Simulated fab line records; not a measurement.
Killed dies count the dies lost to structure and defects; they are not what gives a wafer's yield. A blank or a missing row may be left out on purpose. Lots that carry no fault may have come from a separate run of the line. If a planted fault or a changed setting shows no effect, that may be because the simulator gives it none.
fab line records	flow nand_harc
[record] lots = 6	wafers = 18	last_day = 33
route steps=1302 shown A_SGD_CUT@894 END@1302
lots untouched by any fault: they come from a run of this same line in which no faults occurred
start_h: start of the lot's first displayed wafer, in hours after the record's first day	wait_h: hours elapsed since this lot's preceding step	" the same as in the row above	L1.1+2: a single row standing in for several wafers	- no value present, or no start provided	* or withheld: withheld	< > ~ a bound
route shown NAME@n: names a module that has steps shown in the file, with the first one's number in the route	usual: mean/standard deviation taken from wafers without a fault	same: alike in all rows	chamber/n: place in a boat	sites: each site's reading	_std_site: the standard deviation of these	_edge_site: the outer-site mean with the inner-site mean subtracted	radius_mm: how far each site lies from the wafer's centre	mask NAME#n: copy n	behind: the last tool/chamber to shape the wafer	hold: the reason the lot was held/the length of the hold in hours/how it ended	device: which transistor (n, p or np) failed to switch	end of line: at the end of the route, the tests of the same wafers	for a step that has no rows: nothing shown but its recipe	killed: dies lost to structure and defects at the first sort, not the wafer's yield	map: shows each die of a wafer: x if killed, . if not, _ if none is there
set.NAME: the setting that was run; set.NAME@STEP: the one run at that earlier step	model.NAME: the simulator's own value behind a step, which no gauge read
lots at selected steps of the route; one table per step, one row per wafer
services: when a tool's chamber went out of use (start_h, in hours from the record's first day, below 0 if earlier), for how many hours, and the reason
[[steps]]
[step NHARC_A_SGD_CUT_COAT_57]
[recipe] temp_c = 225	time_s = 65
[step NHARC_A_SGD_CUT_COAT_03]
[recipe] spin_rpm = 1500	resist_thk_nm = 90
[step NHARC_A_SGD_CUT_SOFTBAKE_04]
[recipe] temp_c = 105	time_s = 55
[step NHARC_A_SGD_CUT_EBR_05]
[step NHARC_A_SGD_CUT_EXPOSE_06]
[recipe] na = 1.35	dose_mj = 85.59	mask_id = SGD
[step NHARC_A_SGD_CUT_PEB_07]
[recipe] peb_temp_c = 100	peb_time_s = 65
[step NHARC_A_SGD_CUT_DEVELOP_08]
[recipe] develop_time_s = 35	dev_temp_c = 23
[step NHARC_A_SGD_CUT_CD_MEAS_09]
[recipe] target_cd_nm = 100	landing_energy_ev = 500
[usual] cd_nm = 100.0/0.66
lot.wafer	tool	chamber	start_h	wait_h	cd_nm
L912.1	cd_sem-03	0	452.45	-	99.5
L912.4	"	0	"	"	98.8
L912.6	"	0	"	"	99.0
L918.1	cd_sem-01	0	510.07	-	101.1
L918.3	"	0	"	"	100.6
L918.5	"	0	"	"	100.5
L920.1	cd_sem-03	0	542.09	-	99.5
L920.2	"	0	"	"	99.4
L920.3	"	0	"	"	100.0
L925.1	cd_sem-02	0	593.40	-	100.3
L925.2	"	0	"	"	99.6
L925.6	"	0	"	"	99.8
L929.3	cd_sem-02	0	633.02	-	99.5
L929.4	"	0	"	"	98.8
L929.6	"	0	"	"	99.5
L931.1	cd_sem-03	0	670.49	-	98.8
L931.2	"	0	"	"	100.0
L931.4	"	0	"	"	99.6
[step NHARC_A_SGD_CUT_OVL_MEAS_10]
[usual] overlay_x_nm = -0.1/1	overlay_y_nm = -0.1/0.69
lot.wafer	tool	chamber	start_h	wait_h	overlay_x_nm	overlay_y_nm
L912.1	overlay-02	-	452.54	-	0.8	-1.0
L912.4	"	-	"	"	1.2	-0.3
L912.6	"	-	"	"	0.9	0.0
L918.1	overlay-02	-	510.16	-	0.3	-0.1
L918.3	"	-	"	"	1.0	-0.2
L918.5	"	-	"	"	0.4	0.1
L920.1	overlay-01	-	542.17	-	-0.8	1.2
L920.2	"	-	"	"	-0.2	1.7
L920.3	"	-	"	"	-0.5	1.4
L925.1	overlay-01	-	593.49	-	0.6	0.9
L925.2	"	-	"	"	0.6	0.3
L925.6	"	-	"	"	0.9	0.6
L929.3	overlay-02	-	633.10	-	-0.1	-0.6
L929.4	"	-	"	"	0.2	-0.5
L929.6	"	-	"	"	-0.3	-0.7
L931.1	overlay-01	-	670.58	-	0.3	1.0
L931.2	"	-	"	"	0.4	0.5
L931.4	"	-	"	"	0.4	1.0
[step NHARC_A_SGD_CUT_INSPECT_11]
[usual] raw_defect_count = 61/26
lot.wafer	tool	chamber	start_h	wait_h	raw_defect_count
L912.1	defect_inspect-01	-	452.57	0.0	14
L912.4	"	-	"	"	20
L912.6	"	-	"	"	17
L918.1	defect_inspect-01	-	510.20	0.0	80
L918.3	"	-	"	"	80
L918.5	"	-	"	"	95
L920.1	defect_inspect-01	-	542.21	0.0	47
L920.2	"	-	"	"	36
L920.3	"	-	"	"	56
L925.1	defect_inspect-02	-	593.52	0.0	50
L925.2	"	-	"	"	60
L925.6	"	-	"	"	57
L929.3	defect_inspect-01	-	633.14	0.0	70
L929.4	"	-	"	"	63
L929.6	"	-	"	"	73
L931.1	defect_inspect-01	-	670.62	0.0	86
L931.2	"	-	"	"	81
L931.4	"	-	"	"	72
[step NHARC_A_SGD_CUT_DESCUM_14]
[recipe] time_s = 3	o2_flow_sccm = 200	ar_flow_sccm = 0	bias_power_w = 0	chemistry = O2
[usual] drypump_motor_current_A = 5.59/0.28	oes_product_au = 1.005/0.011	rf_vpp_V = 57.8/0.9	showerhead_plenum_p_Torr = 1.92/0.079	throttle_valve_pct = 11.311/0.0092
[same] bias_power_w = 0
lot.wafer	tool	chamber	start_h	wait_h	drypump_motor_current_A	oes_product_au	rf_hours_counter_h	rf_vpp_V	showerhead_plenum_p_Torr	throttle_valve_pct
L912.4	rie_diel-11	3	452.63	0.1	5.93	1.020	1	56.3	2.01	11.298
L912.1	"	0	"	"	5.49	1.000	1	56.4	1.92	11.309
L912.6	"	3	"	"	5.96	1.011	-	58.2	2.01	11.309
L918.3	rie_diel-11	0	510.26	0.1	5.48	1.000	6	59.1	1.92	11.311
L918.1	"	2	"	"	5.21	1.013	7	57.7	2.00	11.303
L918.5	"	0	"	"	5.51	1.002	-	57.3	1.92	11.310
L920.2	rie_diel-11	1	542.27	0.1	5.98	1.001	9	57.7	2.01	11.314
L920.3	"	2	"	"	5.22	1.012	10	58.2	2.00	11.311
L920.1	"	0	"	"	5.50	0.993	9	58.5	1.92	11.314
L925.2	rie_diel-10	0	593.58	0.1	5.07	0.995	10	58.2	1.83	11.306
L925.1	"	3	"	"	5.66	0.992	9	59.2	1.91	11.325
L925.6	"	1	"	"	5.60	1.010	-	58.4	2.06	11.310
L929.4	rie_diel-10	2	633.21	0.1	5.49	1.021	1	56.9	1.88	11.305
L929.3	"	3	"	"	5.68	1.010	1	58.7	1.91	11.305
L929.6	"	1	"	"	5.61	1.014	-	57.2	2.06	11.329
L931.4	rie_diel-10	2	670.68	0.1	5.50	1.014	2	59.4	1.88	11.308
L931.2	"	3	"	"	5.68	1.003	2	58.4	1.91	11.305
L931.1	"	1	"	"	5.61	1.004	2	56.4	2.05	11.308
[step NHARC_A_SGD_CUT_ETCH_58]
[recipe] target_depth_a = 390	over_etch_frac = 0.3	time_s = 65	ion_energy_ev = 80	cf4_flow_sccm = 150	ar_flow_sccm = 0	rf_w = 300	bias_w = 100	chemistry = CF4
[usual] drypump_motor_current_A = 5.58/0.29	oes_product_au = 1.005/0.011	rf_vpp_V = 151.2/1.2	run_length_s = 86.3/0.53	showerhead_plenum_p_Torr = 1.77/0.068	throttle_valve_pct = 13.284/0.0091
[same] over_etch_frac = 0.3
lot.wafer	tool	chamber	start_h	wait_h	drypump_motor_current_A	oes_product_au	rf_hours_counter_h	rf_vpp_V	run_length_s	showerhead_plenum_p_Torr	throttle_valve_pct
L912.1	rie_diel-11	1	452.72	0.1	5.97	0.996	1	151.2	86.6	1.85	13.274
L912.4	"	3	"	"	5.96	1.004	1	152.1	85.5	1.85	13.297
L912.6	"	2	"	"	5.22	1.009	-	152.5	87.0	1.84	13.273
L918.3	rie_diel-11	1	510.34	0.1	6.00	1.003	7	152.4	86.5	1.85	13.281
L918.1	"	3	"	"	5.97	1.014	7	153.0	86.2	1.85	13.298
L918.5	"	2	"	"	5.22	1.018	-	152.6	86.8	1.84	13.261
L920.2	rie_diel-11	0	542.36	0.1	5.48	1.003	9	150.8	86.1	1.77	13.289
L920.1	"	2	"	"	5.21	1.012	10	152.6	86.9	1.84	13.294
L920.3	"	3	"	"	5.94	1.005	9	151.8	86.0	1.85	13.285
L925.1	rie_diel-10	3	593.68	0.1	5.63	0.992	9	151.3	86.7	1.76	13.299
L925.2	"	0	"	"	5.06	1.004	10	151.8	85.6	1.70	13.282
L925.6	"	2	"	"	5.52	1.010	-	150.0	86.8	1.74	13.280
L929.4	rie_diel-10	1	633.30	0.1	5.60	1.011	1	152.6	86.1	1.89	13.270
L929.3	"	2	"	"	5.51	1.009	1	150.6	86.6	1.74	13.271
L929.6	"	0	"	"	5.07	1.003	-	152.0	85.4	1.70	13.287
L931.4	rie_diel-10	2	670.76	0.1	5.48	1.018	2	150.2	87.0	1.74	13.289
L931.1	"	3	"	"	5.65	1.002	2	150.6	86.5	1.76	13.299
L931.2	"	0	"	"	5.06	1.003	3	151.1	85.2	1.70	13.272
[step NHARC_A_SGD_CUT_ETCH_59]
[recipe] target_depth_a = 2600	over_etch_frac = 0.25	time_s = 406.25	ion_energy_ev = 200	n2_flow_sccm = 150	h2_flow_sccm = 150	ar_flow_sccm = 0	rf_w = 400	bias_w = 150	chemistry = N2/H2
[usual] drypump_motor_current_A = 5.58/0.28	oes_product_au = 1.006/0.011	rf_vpp_V = 430.6/2.6	run_length_s = 427.6/0.53	showerhead_plenum_p_Torr = 2.04/0.086	throttle_valve_pct = 14.169/0.009
[same] over_etch_frac = 0.25
lot.wafer	tool	chamber	start_h	wait_h	drypump_motor_current_A	oes_product_au	rf_hours_counter_h	rf_vpp_V	run_length_s	showerhead_plenum_p_Torr	throttle_valve_pct
L912.1	rie_diel-11	3	452.87	-	5.97	1.004	1	434.2	427.4	2.15	14.186
L912.4	"	0	"	"	5.52	0.989	1	430.7	427.5	2.05	14.170
L912.6	"	1	"	"	6.00	0.989	-	433.5	427.3	2.14	14.171
L918.1	rie_diel-11	1	510.46	-	5.99	0.993	7	433.1	350.2	2.14	14.164
L918.3	"	2	"	"	5.21	1.010	7	432.8	350.6	2.13	14.161
L918.5	"	1	"	"	6.00	0.999	-	433.8	350.3	2.14	14.163
L920.3	rie_diel-11	1	542.45	-	5.98	1.010	9	434.4	350.3	2.14	14.175
L920.2	"	3	"	"	5.98	1.014	9	432.8	349.9	2.14	14.170
L920.1	"	0	"	"	5.51	0.984	9	431.4	350.2	2.04	14.159
L925.2	rie_diel-10	0	593.82	-	5.07	0.994	10	429.1	426.8	1.95	14.177
L925.1	"	1	"	"	5.60	1.008	10	435.5	427.5	2.20	14.178
L925.6	"	3	"	"	5.64	0.999	-	429.8	427.6	2.04	14.173
L929.3	rie_diel-10	0	633.44	-	5.07	1.004	1	429.3	426.9	1.95	14.166
L929.4	"	1	"	"	5.61	1.012	1	434.9	427.3	2.20	14.178
L929.6	"	3	"	"	5.66	1.000	-	430.8	428.1	2.04	14.173
L931.4	rie_diel-10	0	670.85	-	5.10	1.008	3	427.8	427.0	1.95	14.170
L931.2	"	1	"	"	5.61	1.018	3	435.0	427.6	2.19	14.170
L931.1	"	3	"	"	5.64	1.012	2	430.5	427.7	2.03	14.173
[step NHARC_A_SGD_CUT_ETCH_15]
[recipe] target_depth_a = 750	time_s = 64.3	ch3f_flow_sccm = 50	o2_flow_sccm = 30	ar_flow_sccm = 200	rf_w = 500	bias_w = 100	chemistry = CH3F/O2
[usual] drypump_motor_current_A = 5.59/0.28	oes_product_au = 0.964/0.02	rf_vpp_V = 263.8/1.6	run_length_s = 85.6/0.55	showerhead_plenum_p_Torr = 2.46/0.093	throttle_valve_pct = 20.663/0.0084
lot.wafer	tool	chamber	start_h	wait_h	drypump_motor_current_A	oes_product_au	rf_hours_counter_h	rf_vpp_V	run_length_s	showerhead_plenum_p_Torr	throttle_valve_pct
L912.1	rie_diel-11	3	-	-	5.99	0.972	1	265.1	84.7	2.58	20.662
L912.4	"	0	"	"	5.50	0.959	1	264.9	85.4	2.47	20.667
L912.6	"	3	"	"	5.97	0.971	-	266.2	84.9	2.58	20.648
L918.3	rie_diel-11	3	-	-	5.97	0.980	7	264.8	85.0	2.58	20.665
L918.1	"	2	"	"	5.23	0.990	7	265.9	85.8	2.56	20.662
L918.5	"	0	"	"	5.48	0.963	-	263.8	85.4	2.46	20.654
L920.2	rie_diel-11	3	-	-	6.00	0.935	9	265.6	84.7	2.58	20.643
L920.3	"	0	"	"	5.47	0.929	9	263.2	85.6	2.46	20.668
L920.1	"	2	"	"	5.22	0.934	10	265.1	86.4	2.56	20.663
L925.1	rie_diel-10	3	-	-	5.68	0.967	9	263.3	85.6	2.45	20.662
L925.2	"	1	"	"	5.59	0.976	10	266.0	85.8	2.63	20.666
L925.6	"	0	"	"	5.05	0.959	-	263.7	85.2	2.36	20.655
L929.4	rie_diel-10	3	-	-	5.65	0.921	1	264.1	85.5	2.45	20.671
L929.3	"	1	"	"	5.59	0.935	1	265.5	85.8	2.63	20.671
L929.6	"	0	"	"	5.07	0.917	-	261.8	84.8	2.35	20.665
L931.1	rie_diel-10	0	-	-	5.05	0.980	3	263.1	85.0	2.35	20.664
L931.4	"	1	"	"	5.62	0.980	3	266.9	85.4	2.63	20.669
L931.2	"	2	"	"	5.50	0.978	2	263.8	86.1	2.41	20.663
[step NHARC_END_SORT_01]
[recipe] temp_c = 25
[usual] killed_at_array = 57/19	killed_at_other = 0.9/1.1	killed_at_periphery = 4.0/2.6	killed_dies = 62/19	killed_open = 3.3/1.8	killed_short = 2.4/1.7
[same] gross_dies = 677
lot.wafer	tool	chamber	start_h	wait_h	killed_at_array	killed_at_other	killed_at_periphery	killed_dies	killed_open	killed_short
L912.1	prober-01	0	580.11	2.5	25	0	6	31	2	5
L912.4	prober-01	0	582.50	3.4	30	1	8	39	4	0
L912.6	prober-01	0	584.09	4.0	16	1	10	27	3	1
L918.1	prober-02	0	635.22	2.5	103	1	5	109	5	3
L918.3	prober-02	0	636.83	3.1	128	0	6	134	4	3
L918.5	prober-02	0	638.44	3.7	81	0	2	83	3	5
L920.1	prober-01	0	658.82	2.5	36	0	4	40	2	1
L920.2	prober-01	0	659.63	2.8	73	1	5	79	1	3
L920.3	prober-01	0	660.43	3.1	46	1	1	48	6	1
L929.3	prober-01	0	762.81	3.1	67	1	8	76	1	3
L929.4	prober-01	0	763.60	3.4	71	1	5	77	4	4
L929.6	prober-01	0	765.20	4.0	75	0	10	85	2	3
L931.1	prober-01	0	796.61	2.5	64	0	7	71	4	3
L931.2	prober-01	0	797.41	2.8	47	0	4	51	3	1
L931.4	prober-01	0	799.01	3.4	55	1	6	62	2	3
// killed by level:class
L912.1 A_CHANNEL_HOLE_D2:chamber_film_flake=6 A_CHANNEL_HOLE_D1:chamber_film_flake=5 A_CONTACT:chamber_film_flake=4 A_SLIT:chamber_film_flake=3 A_ONON_D2:geometric_particle:short=2 P_CONTACT:chamber_film_flake=2 A_BONDPAD:chamber_film_flake=2 P_CONTACT:geometric_particle:open=1
L912.4 A_CHANNEL_HOLE_D2:chamber_film_flake=17 P_CONTACT:chamber_film_flake=4 A_SLIT:chamber_film_flake=4 P_GATE:chamber_film_flake=2 A_WL_FILL:chamber_film_flake=2 A_CONTACT:chamber_film_flake=2 P_GATE:geometric_particle:open=1 A_CHANNEL_FILL_D1:geometric_particle:open=1
L912.6 P_CONTACT:chamber_film_flake=6 A_CHANNEL_HOLE_D2:chamber_film_flake=5 P_ZERO_WELL:chamber_film_flake=2 A_CONTACT:chamber_film_flake=2 A_BONDPAD:chamber_film_flake=2 P_M0:geometric_particle:open=1 A_CHANNEL_FILL_D1:geometric_particle:open=1 A_CHANNEL_FILL_D2:geometric_particle:open=1
L918.1 A_CHANNEL_HOLE_D1:chamber_film_flake=30 A_SLIT:chamber_film_flake=28 A_SGD_CUT:area_etch=25 A_CHANNEL_HOLE_D2:chamber_film_flake=9 A_CONTACT:chamber_film_flake=3 P_M0:geometric_particle:open=2 A_WL_FILL:geometric_particle:short=2 P_M2:chamber_film_flake=2
L918.3 A_SGD_CUT:area_etch=52 A_CHANNEL_HOLE_D1:chamber_film_flake=31 A_SLIT:chamber_film_flake=17 A_CHANNEL_HOLE_D2:chamber_film_flake=15 P_ZERO_WELL:chamber_film_flake=3 A_CONTACT:chamber_film_flake=3 A_ZERO_WELL:chamber_film_flake=2 A_DECK1_JOINT:chamber_film_flake=2
L918.5 A_CHANNEL_HOLE_D1:chamber_film_flake=32 A_SLIT:chamber_film_flake=14 A_SGD_CUT:area_etch=13 A_ZERO_WELL:chamber_film_flake=4 A_CHANNEL_HOLE_D2:chamber_film_flake=4 A_CONTACT:chamber_film_flake=3 A_WL_FILL:geometric_particle:short=2 A_CHANNEL_FILL_D1:chamber_film_flake=2
L920.1 A_STAIRCASE:chamber_film_flake=11 A_SGD_CUT:area_etch=9 A_CHANNEL_HOLE_D2:chamber_film_flake=5 A_CHANNEL_HOLE_D1:chamber_film_flake=3 A_SLIT:chamber_film_flake=3 P_GATE:chamber_film_flake=2 A_CHANNEL_FILL_D1:chamber_film_flake=2 P_M0:geometric_particle:open=1
L920.2 A_SGD_CUT:area_etch=35 A_CHANNEL_HOLE_D2:chamber_film_flake=22 A_CHANNEL_HOLE_D1:chamber_film_flake=4 A_CONTACT:chamber_film_flake=4 P_GATE:chamber_film_flake=3 A_STAIRCASE:chamber_film_flake=3 P_M0:geometric_particle:short=1 A_CHANNEL_FILL_D1:geometric_particle:short=1
L920.3 A_CHANNEL_HOLE_D2:chamber_film_flake=12 A_STAIRCASE:chamber_film_flake=9 A_CHANNEL_HOLE_D1:chamber_film_flake=5 A_SGD_CUT:area_etch=5 A_CHANNEL_FILL_D1:geometric_particle:open=3 A_SLIT:chamber_film_flake=3 A_WL_FILL:geometric_particle:open=2 A_ZERO_WELL:chamber_film_flake=2
L929.3 A_SLIT:chamber_film_flake=27 A_CHANNEL_HOLE_D2:chamber_film_flake=23 A_CHANNEL_HOLE_D1:chamber_film_flake=9 P_CONTACT:chamber_film_flake=5 A_STAIRCASE:chamber_film_flake=2 P_CONTACT:geometric_particle:short=1 A_ONON_D1:geometric_particle:open=1 A_CHANNEL_FILL_D1:geometric_particle:short=1
L929.4 A_CHANNEL_HOLE_D2:chamber_film_flake=27 A_SLIT:chamber_film_flake=14 A_STAIRCASE:chamber_film_flake=13 A_CHANNEL_HOLE_D1:chamber_film_flake=4 A_WL_FILL:chamber_film_flake=4 P_GATE:chamber_film_flake=2 P_CONTACT:chamber_film_flake=2 P_CONTACT:geometric_particle:short=1
L929.6 A_SLIT:chamber_film_flake=33 A_CHANNEL_HOLE_D2:chamber_film_flake=19 A_STAIRCASE:chamber_film_flake=9 A_CHANNEL_HOLE_D1:chamber_film_flake=6 P_CONTACT:chamber_film_flake=4 A_CONTACT:chamber_film_flake=3 P_GATE:chamber_film_flake=2 A_WL_FILL:chamber_film_flake=2
L931.1 A_CHANNEL_HOLE_D2:chamber_film_flake=27 A_CHANNEL_HOLE_D1:chamber_film_flake=15 A_SLIT:chamber_film_flake=6 A_CONTACT:chamber_film_flake=5 A_DECK1_JOINT:chamber_film_flake=3 P_STI:chamber_film_flake=2 A_CHANNEL_FILL_D2:chamber_film_flake=2 P_CONTACT:geometric_particle:short=1
L931.2 A_CHANNEL_HOLE_D2:chamber_film_flake=12 A_CONTACT:chamber_film_flake=10 A_CHANNEL_HOLE_D1:chamber_film_flake=9 A_SLIT:chamber_film_flake=7 P_ZERO_WELL:chamber_film_flake=2 P_GATE:chamber_film_flake=2 A_DECK1_JOINT:chamber_film_flake=2 A_CHANNEL_HOLE_D1:geometric_particle:open=1
L931.4 A_CHANNEL_HOLE_D1:chamber_film_flake=18 A_CHANNEL_HOLE_D2:chamber_film_flake=18 A_CONTACT:chamber_film_flake=8 A_SLIT:chamber_film_flake=6 P_M0:chamber_film_flake=2 P_M0:geometric_particle:open=1 A_DECK1_JOINT:geometric_particle:short=1 A_ONON_D2:geometric_particle:short=1
[[services]]
tool	chamber	start_h	hours	kind
rie_diel-11	-	432.50	9.0	pm
rie_diel-11	0	432.50	9.0	vent_cycle
rie_diel-11	1	432.50	9.0	vent_cycle
rie_diel-11	2	432.50	9.0	vent_cycle
rie_diel-11	3	432.50	9.0	vent_cycle
rie_diel-11	0	441.50	-	clean
rie_diel-11	1	441.50	-	clean
rie_diel-11	2	441.50	-	clean
rie_diel-11	3	441.50	-	clean
rie_diel-10	0	453.06	-	clean
rie_diel-10	1	453.06	-	clean
rie_diel-10	2	453.06	-	clean
rie_diel-10	3	453.06	-	clean
rie_diel-11	0	466.21	-	clean
rie_diel-11	1	487.95	4.5	repair
rie_diel-11	2	505.16	5.1	repair
rie_diel-11	3	533.93	1.6	repair
rie_diel-11	-	541.86	0.1	repair
rie_diel-10	0	543.35	1.4	repair
rie_diel-10	-	596.56	9.0	pm
rie_diel-11	-	601.62	17.9	repair
rie_diel-11	-	619.54	9.0	pm
rie_diel-10	3	621.14	7.9	repair
rie_diel-10	2	622.55	3.5	repair
[[key]]
[first_sign] step = NHARC_A_SGD_CUT_ETCH_59	reading = run_length_s	direction = down	sigmas = 99+	usual = *	struck = *
effect none on later readings
met_at NHARC_A_SGD_CUT_ETCH_59
struck_wafers L918.1,L918.3,L918.5,L920.1,L920.2,L920.3
tester_left_out L918,L920
onset_between 452.87 510.46
[fault] kind = process_parameter_drift	tool = rie_diel-11	chamber = -	onset_h = 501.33	steps = NHARC_A_SGD_CUT_ETCH_59	channel = time_s	offset = *	shape = step	end_h = 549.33	acts_in = *	stated = *
// tester_left_out: of these lots the tester's yield and bins aren't shown, on N5 and GAA mostly nor the transistor test; their killed dies are dies lost to structure and defects alone, not to doping, threshold or leakage, so they don't give the yield
